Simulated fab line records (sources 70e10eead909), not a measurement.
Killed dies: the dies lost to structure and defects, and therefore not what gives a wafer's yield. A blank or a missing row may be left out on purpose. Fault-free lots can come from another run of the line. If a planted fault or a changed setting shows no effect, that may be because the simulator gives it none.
Comparing a struck lot with a sound one -- flow nand-harc -- 15 steps out of a route of 1302
Sound: these wafers, L867.1, L867.3, L867.4. Struck: wafer L877.6 (L877.1, L877.5, from the same lot, were not struck and are left out); the cause is given at the end.
For every step that has rows: the tool of each side, followed by ch and its chambers, followed by its first start. Under that, the readings that differ: sound wafers -- struck wafers -- difference of the means -- sigmas: that difference in standard deviations of wafers without a fault.
alike: same words and numbers on both sides, and readings whose means sit less than 2 such deviations apart. not compared: any withheld reading, any reading some wafer has no value for, any bound like >300 that may hide the same value, and any number with overlapping values for which the record gives no deviation.
Wherever a step has rows on one side only, a row that says differs or no value, or a row with sigmas, the two part there. When numbers do not overlap yet have no deviation, they are printed without sigmas and do not part them. A reading missing from all wafers of one side parts the sides only when that side holds two or more wafers.

first, 8 steps without rows for these wafers: NHARC_A_CONTACT_COAT_34 (time 75 s); NHARC_A_CONTACT_COAT_35 (time 65 s); NHARC_A_CONTACT_COAT_36 (resist thk 90 nm); NHARC_A_CONTACT_SOFTBAKE_37 (time 55 s); NHARC_A_CONTACT_EBR_38; NHARC_A_CONTACT_EXPOSE_39 (exposes mask A CC 3); NHARC_A_CONTACT_PEB_40 (peb time 65 s); NHARC_A_CONTACT_DEVELOP_41 (develop time 35 s).
NHARC_A_CONTACT_CD_MEAS_42 targets a cd of 300 nm.
  sound on cd-sem-02 ch 0, day 25 12:49; struck on cd-sem-02 ch 0, day 29 12:11
  alike: cd-nm
NHARC_A_CONTACT_OVL_MEAS_43:
  sound on overlay-02, day 25 12:54; struck on overlay-01, day 29 12:16
  alike: overlay-x-nm, overlay-y-nm
NHARC_A_CONTACT_INSPECT_44:
  sound on defect-inspect-02, day 25 12:56; struck on defect-inspect-02, day 29 12:18
  alike: raw-defect-count
NHARC_A_CONTACT_DESCUM_47: chemistry O2, time 3 s.
  sound on rie-diel-03 ch 0,1,2, day 25 13:01; struck on rie-diel-03 ch 2, day 29 12:23
reading,sound,struck,difference,sigmas
throttle-valve-pct (%),11.300 11.309 11.297,11.318,+0.016,+2
  alike: drypump-motor-current-A, oes-product-au, rf-vpp-V, showerhead-plenum-p-Torr
  not compared: rf-hours-counter-h
NHARC_A_CONTACT_ETCH_48: etches the open film in CF4, target depth 39 nm, time 65 s.
  sound on rie-diel-03 ch 0,1,3, day 25 13:05; struck on rie-diel-03 ch 1, day 29 12:28
reading,sound,struck,difference,sigmas
run-length-s (s),85.7 87.3 86.2,97.8,+11.4,+23
  alike: cf4-flow-sccm, drypump-motor-current-A, oes-product-au, rf-vpp-V, showerhead-plenum-p-Torr, throttle-valve-pct
  not compared: rf-hours-counter-h
NHARC_A_CONTACT_ETCH_49: etches the open film in N2/H2, target depth 260 nm, time 475.3 s.
  sound on rie-diel-03 ch 0,1,3; struck on rie-diel-03 ch 2
reading,sound,struck,difference,sigmas
drypump-motor-current-A (A),5.0 5.8 5.5,6.3,+0.9,+2
  alike: n2-flow-sccm, oes-product-au, rf-vpp-V, run-length-s, showerhead-plenum-p-Torr, throttle-valve-pct
  not compared: rf-hours-counter-h
after that, 1 step had no rows for these wafers: NHARC_END_SORT_01.

WHERE THEY PART
Last at NHARC_A_CONTACT_ETCH_49 as far as this record goes, first at NHARC_A_CONTACT_DESCUM_47.

WHY: what the simulator had put in
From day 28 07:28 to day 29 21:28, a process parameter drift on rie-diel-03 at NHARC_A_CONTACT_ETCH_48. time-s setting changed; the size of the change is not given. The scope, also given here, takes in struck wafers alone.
